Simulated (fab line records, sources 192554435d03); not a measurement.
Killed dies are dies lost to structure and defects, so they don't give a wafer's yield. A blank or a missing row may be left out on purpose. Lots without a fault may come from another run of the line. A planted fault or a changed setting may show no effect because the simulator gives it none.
Chamber matching | flow n5_finfet | N5_BEOL_M9_PECVD_70 on pecvd-03: 3 sister chambers
The step deposits SiO2 from TEOS/O2, target thk 20 nm, time 22.7 s. 6 wafers are shown with their chamber, then 7 later ones without.

WAFERS WITH THEIR CHAMBER
wafer  | chamber | showerhead_plenum_p_Torr (Torr) | throttle_valve_pct (%)
L084.1 | 0       | 8.86                            | 21.4
L087.6 | 1       | 8.70                            | 20.9
L089.4 | 2       | 8.79                            | 22.6
L089.6 | 0       | 8.89                            | 21.3
L091.3 | 1       | 8.69                            | 21.1
L091.4 | 2       | 8.77                            | 22.9

WAFERS WITHOUT THEIR CHAMBER
wafer  | showerhead_plenum_p_Torr (Torr) | throttle_valve_pct (%)
L091.6 | 8.68                            | 20.9
L092.1 | 8.87                            | 21.3
L092.3 | 8.78                            | 22.8
L092.4 | 8.76                            | 22.7
L097.2 | 8.75                            | 22.9
L097.5 | 8.77                            | 22.8
L097.6 | 8.90                            | 21.2

WHICH CHAMBER EACH WENT THROUGH
wafer  | from the rows above | in truth
L091.6 | 1                   | 1
L092.1 | 0                   | 0
L092.3 | 2                   | 2
L092.4 | 2                   | 2
L097.2 | 2                   | 2
L097.5 | 2                   | 2
L097.6 | 0                   | 0
Placed correctly: 7 of 7. Can't be placed from these rows: 0. Placed wrongly: 0.
How it was worked out, from the rows above alone: a wafer's distance from a chamber is the root of the sum, over the readings, of the square of ((its reading less the chamber's mean) divided by the reading's scatter). The wafer belongs to the nearest chamber; if the next one is less than 2 further off, it can't be placed. A chamber's mean is the mean of its shown wafers. The scatter: the root of (the sum of the squares of (reading less its chamber's mean) over the shown wafers, divided by (wafers less chambers)).
